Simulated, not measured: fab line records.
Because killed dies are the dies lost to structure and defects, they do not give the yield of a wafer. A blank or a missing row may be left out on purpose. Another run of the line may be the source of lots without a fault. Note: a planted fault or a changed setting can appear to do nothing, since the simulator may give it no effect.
Chamber matching    flow nandHarc    pecvd-01 running NHARC_A_M1_DEP_33: 3 sister chambers
The step deposits SiCN, target thk 30 nm. 6 wafers are shown with their chamber, then 7 later ones without.

## EACH WAFER AND ITS CHAMBER
wafer   chamber  heaterPowerW (W)
L500.1  0        497
L511.2  1        506
L511.3  2        560
L511.4  0        561
L520.1  1        518
L520.2  2        645

## WAFERS WITH NO CHAMBER GIVEN
wafer   heaterPowerW (W)
L520.3  561
L519.1  574
L519.3  477
L519.6  554
L521.1  666
L521.2  491
L521.6  667

## WHICH CHAMBER EACH WENT THROUGH
wafer   from the rows above           in truth
L520.3  can't be placed: 0 or 2 or 1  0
L519.1  can't be placed: 2 or 0 or 1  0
L519.3  can't be placed: 1 or 0       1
L519.6  can't be placed: 0 or 1 or 2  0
L521.1  can't be placed: 2 or 0       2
L521.2  can't be placed: 1 or 0       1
L521.6  can't be placed: 2 or 0       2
0 of 7 placed correctly. Not placeable from these rows: 7 (in 7, the candidates include the true chamber). 0 placed wrongly.
How it was worked out, from the rows above alone: a wafer's distance from a chamber is the root of the sum, over the readings, of the square of ((its reading less the chamber's mean) divided by the reading's scatter). If the next closest chamber is less than 2 further off than the closest, the wafer can't be placed; otherwise it belongs to the closest. For every chamber, the mean is computed from those of its wafers that are shown. The scatter: the root of (the sum of the squares of (reading less its chamber's mean) over the shown wafers, divided by (wafers less chambers)).
